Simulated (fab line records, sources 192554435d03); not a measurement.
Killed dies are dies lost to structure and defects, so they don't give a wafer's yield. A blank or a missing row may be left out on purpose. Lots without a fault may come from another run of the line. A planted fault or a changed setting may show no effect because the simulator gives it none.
fab line records | flow n5_finfet
record lots=10 wafers=30 last_day=17
route steps=1938 shown BEOL_M3@997 BEOL_M4@1111 PASSIVATION@1936
lots that met no fault: from a run of the same line without faults
start_h: hours from the record's first day to the start of the lot's first wafer shown | wait_h: hours since the lot's step before | " the same as in the row above | L1.1+2: a row that stands for several wafers | - no value, or no start given | * or withheld: withheld | < > ~ a bound
route shown NAME@n: a module of which the file shows steps, and the number in the route of the first | usual: mean/standard deviation of fault-free wafers | same: alike in all rows | chamber/n: place in a boat | sites: the reading at each site | _std_site: their standard deviation | _edge_site: outer sites' mean less inner sites' | radius_mm: how far each site lies from the wafer's centre | mask NAME#n: copy n | behind: the tool/chamber that last shaped the wafer | hold: why the lot was held/for how many hours/how that ended | device: the transistor (n, p or np) that didn't switch | end of line: the same wafers' tests at the end of the route | a step without rows: its recipe alone | killed: dies lost to structure and defects at the first sort, not the wafer's yield | map: a wafer's dies, x killed, . not, _ none there
set.NAME: the setting as run; set.NAME@STEP: as run at that earlier step | model.NAME: the simulator's own value behind a step, which no gauge read
steps of the route over a sample of lots; a table a step, a row a wafer
services: from which hour (start_h, from the record's first day; less than 0 if before it) a tool's chamber was out of use, for how many hours, and why
## steps
# step N5_BEOL_M3_ANNEAL_80
# recipe temp_c=400 time_s=240 ambient=vacuum
# usual heater_power_w=851/130 susceptor_temp_C=400.00/0.23
# columns lot.wafer tool chamber start_h wait_h heater_power_w susceptor_temp_C
L441.1 pvd_sputter-01 - 158.64 0.0 818 400.27
L441.3 " - " " 774 399.88
L441.5 " - " " 775 400.00
L439.2 pvd_sputter-02 - 160.46 0.0 792 399.47
L439.3 " - " " 964 400.31
L439.5 " - " " 594 400.17
L440.1 pvd_sputter-02 - 163.76 0.0 593 400.57
L440.3 " - " " 799 399.87
L440.5 " - " " 590 400.56
L449.2 pvd_sputter-02 - 218.67 0.0 987 400.27
L449.3 " - " " 1048 399.62
L449.5 " - " " 1020 399.66
L448.2 pvd_sputter-01 - 219.07 0.0 819 399.93
L448.4 " - " " 833 399.48
L448.5 " - " " 806 400.09
L450.3 pvd_sputter-01 - 221.65 0.0 812 400.02
L450.4 " - " " 795 399.84
L450.6 " - " " 799 400.44
L457.2 pvd_sputter-01 - 272.65 0.0 796 399.63
L457.5 " - " " 839 399.77
L457.6 " - " " 779 400.11
L460.1 pvd_sputter-01 - 279.09 0.0 818 399.95
L460.3 " - " " 944 399.92
L460.4 " - " " 802 400.14
L459.1 pvd_sputter-02 - 282.98 0.0 1042 400.10
L459.4 " - " " 943 400.08
L459.6 " - " " 594 400.11
L461.1 pvd_sputter-01 - 285.04 0.0 843 399.83
L461.3 " - " " 791 400.15
L461.4 " - " " 924 399.77
# step N5_BEOL_M3_SPUTTER_81
# recipe material=Cu target_thk_a=45 temp_c=-20 chamber_pressure_pa=0.07 power_w=withheld time_s=8.29
# usual chamber_pressure_pa=0.07002/0.00014 chuck_gas_flow_sccm=1.27/0.052 susceptor_temp_C=-20.01/0.11 throttle_valve_pct=30.7/1.3
# columns lot.wafer tool chamber start_h wait_h chamber_pressure_pa chuck_gas_flow_sccm susceptor_temp_C throttle_valve_pct
L441.1 pvd_sputter-01 - 158.78 0.1 0.06987 1.23 -20.20 27.9
L441.3 " - " " 0.07008 1.28 -19.74 30.5
L441.5 " - " " 0.0701 1.15 -19.86 30.8
L439.2 pvd_sputter-02 - 160.60 0.1 0.06986 1.19 -20.17 32.7
L439.3 " - " " 0.06995 1.33 -20.19 30.7
L439.5 " - " " 0.07019 1.34 -19.98 31.8
L440.1 pvd_sputter-02 - 163.90 0.1 0.07005 1.16 -20.01 32.0
L440.3 " - " " 0.06993 1.26 -20.01 32.6
L440.5 " - " " 0.06999 1.25 -20.09 31.7
L449.2 pvd_sputter-02 - 218.81 0.1 - - - -
L449.3 " - " " - - - -
L449.5 " - " " - - - -
L448.2 pvd_sputter-01 - 219.21 0.1 - - - -
L448.4 " - " " - - - -
L448.5 " - " " - - - -
L450.3 pvd_sputter-01 - 221.79 0.1 - - - -
L450.4 " - " " - - - -
L450.6 " - " " - - - -
L457.2 pvd_sputter-01 - 272.79 0.1 0.07018 1.31 -20.11 30.8
L457.5 " - " " 0.07002 1.24 -20.18 30.6
L457.6 " - " " 0.06992 1.35 -19.89 30.8
L460.1 pvd_sputter-01 - 279.23 0.1 0.06993 1.27 -20.00 28.1
L460.3 " - " " 0.06992 1.30 -19.92 30.3
L460.4 " - " " 0.07007 1.25 -19.84 30.4
L459.1 pvd_sputter-02 - 283.12 0.1 0.07018 1.25 -20.20 31.0
L459.4 " - " " 0.0701 1.31 -20.10 31.1
L459.6 " - " " 0.06987 1.30 -19.99 32.0
L461.1 pvd_sputter-01 - 285.18 0.1 0.06995 1.25 -20.10 30.6
L461.3 " - " " 0.06996 1.23 -20.19 30.5
L461.4 " - " " 0.0699 1.22 -20.17 30.3
# step N5_BEOL_M3_ANNEAL_82
# recipe temp_c=400 time_s=240 ambient=vacuum
# usual heater_power_w=852/130 susceptor_temp_C=400.03/0.22
# columns lot.wafer tool chamber start_h wait_h heater_power_w susceptor_temp_C
L441.1 pvd_sputter-01 - 158.86 0.0 813 400.28
L441.3 " - " " 797 400.11
L441.5 " - " " 790 399.90
L439.2 pvd_sputter-02 - 160.68 0.0 820 399.98
L439.3 " - " " 975 400.16
L439.5 " - " " 599 399.95
L440.1 pvd_sputter-02 - 163.98 0.0 595 399.89
L440.3 " - " " 807 399.60
L440.5 " - " " 573 399.96
L449.2 pvd_sputter-02 - 218.89 0.0 972 400.05
L449.3 " - " " 1032 400.14
L449.5 " - " " 1050 400.01
L448.2 pvd_sputter-01 - 219.29 0.0 828 399.71
L448.4 " - " " 828 400.28
L448.5 " - " " 788 400.05
L450.3 pvd_sputter-01 - 221.87 0.0 800 399.49
L450.4 " - " " 812 400.12
L450.6 " - " " 814 399.99
L457.2 pvd_sputter-01 - 272.87 0.0 812 400.10
L457.5 " - " " 844 400.26
L457.6 " - " " 787 400.07
L460.1 pvd_sputter-01 - 279.31 0.0 813 400.48
L460.3 " - " " 960 400.16
L460.4 " - " " 791 400.04
L459.1 pvd_sputter-02 - 283.20 0.0 1046 400.28
L459.4 " - " " 968 400.22
L459.6 " - " " 596 400.06
L461.1 pvd_sputter-01 - 285.26 0.0 839 400.08
L461.3 " - " " 799 399.94
L461.4 " - " " 951 400.18
# step N5_BEOL_M3_ANNEAL_87
# recipe temp_c=400 time_s=240 ambient=vacuum
# usual heater_power_w=854/130 susceptor_temp_C=399.99/0.22
# columns lot.wafer tool chamber start_h wait_h heater_power_w susceptor_temp_C
L441.1 pvd_sputter-01 - 159.08 0.0 819 399.77
L441.3 " - " " 795 399.98
L441.5 " - " " 803 400.32
L439.2 pvd_sputter-02 - 160.90 0.0 792 399.74
L439.3 " - " " 931 400.38
L439.5 " - " " 599 399.97
L440.1 pvd_sputter-02 - 164.20 0.0 593 400.16
L440.3 " - " " 808 399.60
L440.5 " - " " 609 399.77
L449.2 pvd_sputter-02 - 219.11 0.0 930 400.39
L449.3 " - " " 1022 399.76
L449.5 " - " " 1040 399.89
L448.2 pvd_sputter-01 - 219.51 0.0 798 399.94
L448.4 " - " " 840 400.02
L448.5 " - " " 815 400.11
L450.3 pvd_sputter-01 - 222.09 0.0 789 400.13
L450.4 " - " " 814 399.98
L450.6 " - " " 853 400.34
L457.2 pvd_sputter-01 - 273.09 0.0 820 400.04
L457.5 " - " " 850 400.12
L457.6 " - " " 809 400.33
L460.1 pvd_sputter-01 - 279.53 0.0 794 399.99
L460.3 " - " " 957 400.13
L460.4 " - " " 789 399.61
L459.1 pvd_sputter-02 - 283.42 0.0 1048 400.34
L459.4 " - " " 965 399.80
L459.6 " - " " 596 400.03
L461.1 pvd_sputter-01 - 285.48 0.0 839 400.01
L461.3 " - " " 803 400.01
L461.4 " - " " 947 399.79
# step N5_BEOL_M4_RC_MEAS_101
# usual DIBL_N=36.8/2.2 DIBL_P=37.0/2.8 IOFF_N=0.18/0.043 IOFF_P=0.23/0.05 ION_N=680/14 ION_P=466/9.1 SS_N=71.7/0.74 SS_P=73.5/0.79 VT_N=248/4 VT_P=-249/4.1
# columns lot.wafer tool chamber start_h wait_h DIBL_N[mV/V] DIBL_P[mV/V] IOFF_N[nA/um] IOFF_P[nA/um] ION_N[uA/um] ION_P[uA/um] SS_N[mV/dec] SS_P[mV/dec] VT_N[mV] VT_P[mV]
L441.1 prober-01 0 169.07 0.0 39.6 41.3 0.29 0.36 715 484 72.7 74.8 238 -241
L441.3 " 0 " " 35.4 36.2 0.17 0.22 691 470 71.5 73.3 247 -246
L441.5 " 0 " " 37.8 39.6 0.23 0.32 696 480 72.1 74.0 243 -242
L439.2 prober-01 0 177.38 0.2 34.7 35.3 0.13 0.19 665 459 71.2 73.2 251 -253
L439.3 " 0 " " 33.8 35.0 0.13 0.19 687 467 71.0 73.7 249 -251
L439.5 " 0 " " 37.8 38.8 0.20 0.25 689 467 71.7 74.1 246 -249
L440.1 prober-02 0 177.57 0.0 37.8 36.7 0.16 0.19 666 450 71.9 73.9 249 -254
L440.3 " 0 " " 34.9 33.9 0.13 0.17 677 462 69.7 73.0 252 -255
L440.5 " 0 " " 38.9 38.6 0.19 0.23 688 463 71.8 73.7 248 -251
L449.2 prober-02 0 230.72 0.2 40.1 39.8 0.20 0.30 671 470 72.0 74.3 249 -244
L449.3 " 0 " " 38.5 38.5 0.19 0.28 681 477 71.6 73.3 246 -243
L449.5 " 0 " " 42.5 42.6 0.27 0.36 700 479 73.1 74.9 244 -242
L448.2 prober-01 0 230.98 0.2 36.7 37.0 0.18 0.25 681 472 71.6 73.8 246 -245
L448.4 " 0 " " 36.1 36.3 0.17 0.24 673 471 72.1 73.8 249 -248
L448.5 " 0 " " 35.3 35.5 0.14 0.24 662 462 71.9 73.0 253 -246
L450.3 prober-02 0 232.91 0.3 34.7 34.0 0.14 0.24 676 480 70.9 73.9 251 -245
L450.4 " 0 " " 41.5 41.0 0.31 0.40 701 489 72.6 74.7 239 -237
L450.6 " 0 " " 35.7 35.2 0.15 0.25 664 473 70.8 72.8 253 -245
L457.2 prober-02 0 284.80 0.2 34.6 34.2 0.13 0.19 664 457 70.7 73.0 252 -251
L457.5 " 0 " " 30.4 29.0 0.08 0.12 636 441 69.9 71.5 259 -257
L457.6 " 0 " " 39.2 40.9 0.25 0.31 695 474 71.6 74.1 242 -244
L460.1 prober-01 0 291.49 0.0 37.4 36.0 0.18 0.20 687 459 71.9 73.4 249 -252
L460.3 " 0 " " 39.8 41.2 0.25 0.31 707 480 73.3 74.3 244 -249
L460.4 " 0 " " 38.5 37.6 0.21 0.23 683 460 72.8 73.8 247 -250
L459.1 prober-02 0 293.41 0.0 38.8 40.2 0.22 0.29 696 472 72.0 74.7 247 -244
L459.4 " 0 " " 37.5 39.5 0.20 0.29 696 480 72.4 74.3 245 -244
L459.6 " 0 " " 37.8 38.9 0.18 0.25 679 466 72.2 74.3 249 -245
L461.1 prober-01 0 298.57 0.0 33.4 34.3 0.12 0.17 671 460 70.6 73.1 256 -255
L461.3 " 0 " " 37.3 39.2 0.20 0.25 687 468 71.6 73.7 246 -250
L461.4 " 0 " " 35.5 37.2 0.15 0.22 670 466 71.4 73.1 251 -250
# step N5_PASSIVATION_PROBE_49
# usual defect_limited_yield=91.4/1.5 killed_at_M0_to_M3=36/11 killed_at_M4_up=14/6 killed_at_contacts=11/6 killed_at_front_end=37/11 killed_at_other=4/3.4 killed_dies=102/18 killed_on_rim=13/3.5 killed_open=66/13 killed_short=34/7.8 sort_bin_4_leakage=0.00/0.017 sort_bin_5_function=5.0/0.97 sort_bin_6_memory=3.2/0.7 sort_bin_8_speed=0.0/0.38 sort_n_pass=1078/19 sort_yield_pct=91.3/1.6
# same gross_dies=1180 killed_at_back_side=0
# columns lot.wafer tool chamber start_h wait_h defect_limited_yield[%] killed_at_M0_to_M3 killed_at_M4_up killed_at_contacts killed_at_front_end killed_at_other killed_dies killed_on_rim killed_open killed_short sort_bin_4_leakage[%] sort_bin_5_function[%] sort_bin_6_memory[%] sort_bin_8_speed[%] sort_n_pass sort_yield_pct[%]
L441.1 prober-01 - 271.72 0.0 91.7 30 16 15 28 9 98 12 60 34 0 4.2 3.9 0 1082 91.7
L441.3 prober-01 - 271.82 0.1 92.5 41 15 7 24 1 88 12 46 39 0 4.4 2.5 0 1092 92.5
L441.5 prober-01 - 271.92 0.2 91.7 25 21 7 37 8 98 17 66 30 0 5.3 3.0 0 1082 91.7
L439.2 prober-02 - 281.74 0.1 90.3 43 23 18 29 2 115 13 83 30 0 5.8 3.6 0 1065 90.3
L439.3 prober-02 - 281.79 0.1 90.7 38 16 5 45 6 110 13 71 35 0 5.7 3.5 0 1070 90.7
L439.5 prober-02 - 281.89 0.2 92.3 28 13 5 41 4 91 13 61 27 0 4.3 3.1 0 1089 92.3
L440.1 prober-01 - 286.92 0.0 92.9 28 16 5 34 1 84 12 57 24 0 4.3 2.5 0 1096 92.9
L440.3 prober-01 - 287.02 0.1 93.4 22 6 8 34 8 78 11 42 34 0 3.3 2.8 0 1102 93.4
L440.5 prober-01 - 287.12 0.2 92.7 27 14 12 31 2 86 10 57 26 0 4.2 2.9 0 1094 92.7
L449.2 prober-01 - 332.22 0.1 87.5 82 12 9 44 0 147 16 94 46 0 7.9 4.5 0 1033 87.5
L449.3 prober-01 - 332.27 0.1 90.4 38 14 8 45 8 113 22 73 28 0 5.6 3.5 0 1067 90.4
L449.5 prober-01 - 332.37 0.2 88.4 43 4 4 77 9 137 21 95 39 0.08 6.4 4.8 0 1042 88.3
L448.2 prober-02 - 332.48 0.1 93.1 41 6 9 25 1 82 10 50 28 0 3.6 3.1 0 1098 93.1
L448.4 prober-02 - 332.58 0.2 91.1 57 15 7 21 5 105 12 68 31 0 5.3 3.5 0 1075 91.1
L448.5 prober-02 - 332.63 0.2 92.8 45 8 8 21 3 85 7 59 20 0 4.2 2.8 0 1095 92.8
L450.3 prober-02 - 343.39 0.1 92.7 34 10 7 31 4 86 9 51 28 0 3.9 3.3 0 1094 92.7
L450.4 prober-02 - 343.44 0.2 93.1 34 6 9 32 1 82 8 45 28 0.08 3.8 2.9 0 1097 93.0
L450.6 prober-02 - 343.54 0.3 93.1 36 13 9 22 2 82 13 47 24 0 4.3 2.5 0 1098 93.1
L460.1 prober-01 - 395.07 0.0 91.0 23 16 13 54 0 106 15 71 33 0 5.5 3.4 0 1074 91.0
L460.3 prober-01 - 395.17 0.1 93.6 20 13 12 29 1 75 9 50 23 0 3.9 2.0 0 1105 93.6
L460.4 prober-01 - 395.22 0.2 91.5 37 7 16 37 3 100 18 68 32 0 5.4 2.3 0 1080 91.5
L457.2 prober-02 - 395.51 0.1 88.9 43 10 15 58 5 131 17 80 50 0 6.8 3.7 0 1049 88.9
L457.5 prober-02 - 395.66 0.2 91.2 28 14 19 38 5 104 14 69 32 0 5.6 2.8 2.3 1049 88.9
L457.6 prober-02 - 395.71 0.3 89.4 51 13 11 46 4 125 24 90 35 0 6.4 3.9 0 1055 89.4
L459.1 prober-02 - 397.03 0.0 91.8 14 18 6 44 15 97 7 65 32 0 5.2 3.1 0 1083 91.8
L459.4 prober-02 - 397.18 0.2 90.9 47 8 12 34 6 107 10 74 28 0 4.8 3.9 0 1073 90.9
L459.6 prober-02 - 397.28 0.3 92.8 30 10 9 29 7 85 10 65 19 0 4.2 2.7 0 1095 92.8
L461.1 prober-02 - 400.07 0.0 92.3 20 14 12 43 2 91 13 57 33 0 4.7 2.5 0 1089 92.3
L461.3 prober-02 - 400.17 0.1 90.3 43 19 9 42 2 115 10 66 42 0 6.2 3.1 0.1 1065 90.3
L461.4 prober-02 - 400.22 0.2 92.5 22 11 22 28 5 88 12 57 27 0 4.0 2.9 0 1092 92.5
# killed by level:class
L441.1 MOL_CONTACT_COAG:geometric_particle:open=13 BEOL_M2:geometric_particle:open=9 BEOL_M4:geometric_particle:open=6 BEOL_M0_SAQP:geometric_particle:open=5 DUMMY_GATE:geometric_particle:open=4 BEOL_M0_SAQP:geometric_particle:short=4 BEOL_M3:geometric_particle:open=4 PASS1_CAP:geometric_particle:open=4
L441.3 FIN_SAQP:geometric_particle:short=11 BEOL_M0_SAQP:geometric_particle:short=11 BEOL_M0_SAQP:geometric_particle:open=9 BEOL_M3:geometric_particle:open=6 BEOL_M2:geometric_particle:open=5 FIN_SAQP:geometric_particle:open=4 MOL_CONTACT_COAG:geometric_particle:short=4 BEOL_M3:geometric_particle:short=4
L441.5 BEOL_M4:geometric_particle:open=16 FIN_SAQP:geometric_particle:open=9 STI_FIN_REVEAL:geometric_particle:open=6 BEOL_M0_SAQP:geometric_particle:open=5 BEOL_M2:geometric_particle:open=5 BEOL_M3:geometric_particle:open=5 FIN_SAQP:geometric_particle:short=4 GATE_CUT:geometric_particle:short=4
L439.2 MOL_CONTACT_COAG:geometric_particle:open=13 BEOL_M1:geometric_particle:open=13 BEOL_M4:geometric_particle:open=11 STI_FIN_REVEAL:geometric_particle:open=10 BEOL_M0_SAQP:geometric_particle:short=9 BEOL_M3:geometric_particle:open=7 BEOL_M0_SAQP:geometric_particle:open=6 FIN_SAQP:geometric_particle:open=5
L439.3 STI_FIN_REVEAL:geometric_particle:open=13 FIN_SAQP:geometric_particle:open=9 BEOL_M3:geometric_particle:open=7 BEOL_M0_SAQP:geometric_particle:open=6 FIN_SAQP:geometric_particle:short=5 BEOL_M0_SAQP:geometric_particle:short=5 BEOL_M1:geometric_particle:open=5 BEOL_M8:geometric_particle:open=5
L439.5 FIN_SAQP:geometric_particle:open=10 BEOL_M0_SAQP:geometric_particle:open=9 FIN_SAQP:geometric_particle:short=6 STI_FIN_REVEAL:geometric_particle:open=5 GATE_CUT:geometric_particle:short=5 BEOL_M3:geometric_particle:open=5 BEOL_M4:geometric_particle:open=5 STARTING-WAFER:geometric_particle:short=4
L440.1 BEOL_M0_SAQP:geometric_particle:open=8 BEOL_M3:geometric_particle:open=7 FIN_SAQP:geometric_particle:short=6 STI_FIN_REVEAL:geometric_particle:open=6 MOL_CONTACT_COAG:geometric_particle:open=5 BEOL_M2:geometric_particle:open=5 FIN_SAQP:geometric_particle:open=4 DUMMY_GATE:geometric_particle:open=4
L440.3 FIN_SAQP:geometric_particle:short=9 FIN_SAQP:geometric_particle:open=6 MOL_CONTACT_COAG:geometric_particle:open=6 BEOL_M2:geometric_particle:open=5 BEOL_M3:geometric_particle:open=5 ILD0:geometric_particle:short=4 GATE_CUT:geometric_particle:open=3 GATE_CUT:geometric_particle:short=3
L440.5 MOL_CONTACT_COAG:geometric_particle:open=11 BEOL_M3:geometric_particle:open=9 BEOL_M0_SAQP:geometric_particle:short=7 FIN_SAQP:geometric_particle:short=6 DUMMY_GATE:geometric_particle:open=6 STI_FIN_REVEAL:geometric_particle:open=5 BEOL_M2:geometric_particle:open=4 FIN_SAQP:geometric_particle:open=3
L449.2 BEOL_M1:geometric_particle:open=18 BEOL_M2:geometric_particle:open=14 FIN_SAQP:geometric_particle:open=12 BEOL_M0_SAQP:geometric_particle:short=12 FIN_SAQP:geometric_particle:short=10 BEOL_M0_SAQP:geometric_particle:open=10 STI_FIN_REVEAL:geometric_particle:open=9 BEOL_M3:geometric_particle:open=8
L449.3 FIN_SAQP:geometric_particle:open=13 BEOL_M2:geometric_particle:open=10 BEOL_M4:geometric_particle:open=8 DUMMY_GATE:geometric_particle:open=7 BEOL_M1:geometric_particle:open=7 MOL_CONTACT_COAG:geometric_particle:open=6 PASS1_CAP:geometric_particle:short=6 BEOL_M3:interface_void_opened=6
L449.5 FIN_SAQP:geometric_particle:open=33 BEOL_M1:geometric_particle:open=16 FIN_SAQP:geometric_particle:short=15 BEOL_M2:geometric_particle:open=11 STI_FIN_REVEAL:geometric_particle:open=10 DUMMY_GATE:geometric_particle:open=8 GATE_CUT:geometric_particle:short=6 BEOL_M2:geometric_particle:short=5
L448.2 BEOL_M3:geometric_particle:open=12 BEOL_M0_SAQP:geometric_particle:short=9 MOL_CONTACT_COAG:geometric_particle:open=8 BEOL_M0_SAQP:geometric_particle:open=7 GATE_CUT:geometric_particle:short=5 GATE_CUT:geometric_particle:open=3 BEOL_M0:geometric_particle:open=3 BEOL_M3:interface_void_opened=3
L448.4 BEOL_M0_SAQP:geometric_particle:open=13 BEOL_M0_SAQP:geometric_particle:short=12 MOL_CONTACT_COAG:geometric_particle:open=7 FIN_SAQP:geometric_particle:open=6 BEOL_M1:geometric_particle:open=6 BEOL_M2:geometric_particle:open=6 FIN_SAQP:geometric_particle:short=5 BEOL_M3:interface_void_opened=5
L448.5 BEOL_M0_SAQP:geometric_particle:open=15 BEOL_M0_SAQP:geometric_particle:short=8 BEOL_M3:geometric_particle:open=8 MOL_CONTACT_COAG:geometric_particle:open=6 BEOL_M0:geometric_particle:open=4 STARTING-WAFER:geometric_particle:open=4 DUMMY_GATE:geometric_particle:open=3 BEOL_M3:interface_void_opened=3
L450.3 FIN_SAQP:geometric_particle:open=14 BEOL_M2:geometric_particle:open=10 MOL_CONTACT_COAG:geometric_particle:open=6 BEOL_M3:interface_void_opened=6 BEOL_M1:geometric_particle:open=5 BEOL_M1:geometric_particle:short=5 FIN_SAQP:geometric_particle:short=4 SPACER0:geometric_particle:short=3
L450.4 BEOL_M3:interface_void_opened=9 BEOL_M0_SAQP:geometric_particle:short=6 FIN_SAQP:geometric_particle:open=5 MOL_CONTACT_COAG:geometric_particle:open=5 BEOL_M2:geometric_particle:open=5 STI_FIN_REVEAL:geometric_particle:open=4 GATE_CUT:geometric_particle:short=4 GATE_CUT:geometric_particle:open=4
L450.6 MOL_CONTACT_COAG:geometric_particle:open=6 BEOL_M0_SAQP:geometric_particle:short=6 BEOL_M1:geometric_particle:open=6 BEOL_M2:geometric_particle:open=6 BEOL_M0_SAQP:geometric_particle:open=5 STI_FIN_REVEAL:geometric_particle:open=4 DUMMY_GATE:geometric_particle:open=4 BEOL_M3:geometric_particle:open=4
L460.1 FIN_SAQP:geometric_particle:short=15 FIN_SAQP:geometric_particle:open=13 STI_FIN_REVEAL:geometric_particle:open=12 MOL_CONTACT_COAG:geometric_particle:open=10 BEOL_M4:geometric_particle:open=9 BEOL_M2:geometric_particle:open=8 BEOL_M3:geometric_particle:open=6 BEOL_M0_SAQP:geometric_particle:short=5
L460.3 FIN_SAQP:geometric_particle:open=11 MOL_CONTACT_COAG:geometric_particle:open=8 FIN_SAQP:geometric_particle:short=7 BEOL_M3:geometric_particle:open=6 BEOL_M4:geometric_particle:open=5 MOL_CONTACT_COAG:geometric_particle:short=4 BEOL_M0_SAQP:geometric_particle:short=4 BEOL_M2:geometric_particle:open=4
L460.4 MOL_CONTACT_COAG:geometric_particle:open=15 BEOL_M0_SAQP:geometric_particle:open=15 FIN_SAQP:geometric_particle:open=12 FIN_SAQP:geometric_particle:short=9 BEOL_M0_SAQP:geometric_particle:short=7 BEOL_M1:geometric_particle:open=6 STARTING-WAFER:geometric_particle:short=4 GATE_CUT:geometric_particle:short=3
L457.2 STI_FIN_REVEAL:geometric_particle:open=16 BEOL_M2:geometric_particle:open=15 BEOL_M0_SAQP:geometric_particle:short=11 MOL_CONTACT_COAG:geometric_particle:open=11 FIN_SAQP:geometric_particle:open=8 STARTING-WAFER:geometric_particle:short=7 FIN_SAQP:geometric_particle:short=6 BEOL_M4:geometric_particle:open=6
L457.5 MOL_CONTACT_COAG:geometric_particle:open=13 FIN_SAQP:geometric_particle:open=11 BEOL_M0_SAQP:geometric_particle:short=10 STI_FIN_REVEAL:geometric_particle:open=9 BEOL_M0_SAQP:geometric_particle:open=7 MOL_CONTACT_COAG:geometric_particle:short=6 BEOL_M4:geometric_particle:open=6 STI_FIN_REVEAL:geometric_particle:short=4
L457.6 FIN_SAQP:geometric_particle:open=12 STI_FIN_REVEAL:geometric_particle:open=12 BEOL_M2:geometric_particle:open=12 BEOL_M0_SAQP:geometric_particle:short=11 BEOL_M0_SAQP:geometric_particle:open=10 MOL_CONTACT_COAG:geometric_particle:open=8 BEOL_M1:geometric_particle:open=6 BEOL_M3:geometric_particle:open=6
L459.1 STI_FIN_REVEAL:geometric_particle:open=11 BEOL_M4:geometric_particle:open=7 FIN_SAQP:geometric_particle:open=6 DUMMY_GATE:geometric_particle:open=6 MOL_CONTACT_COAG:geometric_particle:open=6 PASS1_CAP:geometric_particle:open=6 STI_FIN_REVEAL:geometric_particle:short=5 BEOL_M0:geometric_particle:open=4
L459.4 BEOL_M0_SAQP:geometric_particle:short=12 MOL_CONTACT_COAG:geometric_particle:open=11 BEOL_M0_SAQP:geometric_particle:open=10 BEOL_M2:geometric_particle:open=9 FIN_SAQP:geometric_particle:open=8 BEOL_M3:geometric_particle:open=7 DUMMY_GATE:geometric_particle:open=6 FIN_SAQP:geometric_particle:short=3
L459.6 STI_FIN_REVEAL:geometric_particle:open=10 BEOL_M1:geometric_particle:open=8 MOL_CONTACT_COAG:geometric_particle:open=7 BEOL_M2:geometric_particle:open=7 BEOL_M3:geometric_particle:open=6 DUMMY_GATE:geometric_particle:open=5 BEOL_M0_SAQP:geometric_particle:open=5 BEOL_M4:geometric_particle:open=5
L461.1 STI_FIN_REVEAL:geometric_particle:open=9 STARTING-WAFER:geometric_particle:short=9 MOL_CONTACT_COAG:geometric_particle:open=8 FIN_SAQP:geometric_particle:open=6 BEOL_M2:geometric_particle:open=5 FIN_SAQP:geometric_particle:short=5 BEOL_M1:geometric_particle:open=5 MOL_CONTACT_COAG:geometric_particle:short=4
L461.3 FIN_SAQP:geometric_particle:short=12 BEOL_M0_SAQP:geometric_particle:short=12 BEOL_M0_SAQP:geometric_particle:open=11 BEOL_M4:geometric_particle:open=8 FIN_SAQP:geometric_particle:open=7 MOL_CONTACT_COAG:geometric_particle:open=7 STARTING-WAFER:geometric_particle:open=6 DUMMY_GATE:geometric_particle:open=5
L461.4 MOL_CONTACT_COAG:geometric_particle:open=18 FIN_SAQP:geometric_particle:open=8 BEOL_M4:geometric_particle:open=7 FIN_SAQP:geometric_particle:short=6 MOL_CONTACT_COAG:geometric_particle:short=4 BEOL_M0_SAQP:geometric_particle:open=4 BEOL_M2:geometric_particle:open=4 BEOL_M0_SAQP:geometric_particle:short=3
## services
# columns tool chamber start_h hours kind
pvd_sputter-01 - 141.51 3.1 repair
pvd_sputter-01 - 151.78 1.0 repair
pvd_sputter-01 - 194.09 0.8 repair
## key
first_sign step=N5_BEOL_M3_SPUTTER_81 reading=tool_record direction=missing
effect none on later readings
met_at N5_BEOL_M3_SPUTTER_81
struck_lots L448,L449,L450
not_acting_at N5_BEOL_M3_ANNEAL_80,N5_BEOL_M3_ANNEAL_82,N5_BEOL_M3_ANNEAL_87
onset_between 163.90 218.81
fault kind=skipped_step_whole tool=pvd_sputter-01,pvd_sputter-02 chamber=- onset_h=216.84 steps=N5_BEOL_M3_SPUTTER_81 scope=struck_lots_only
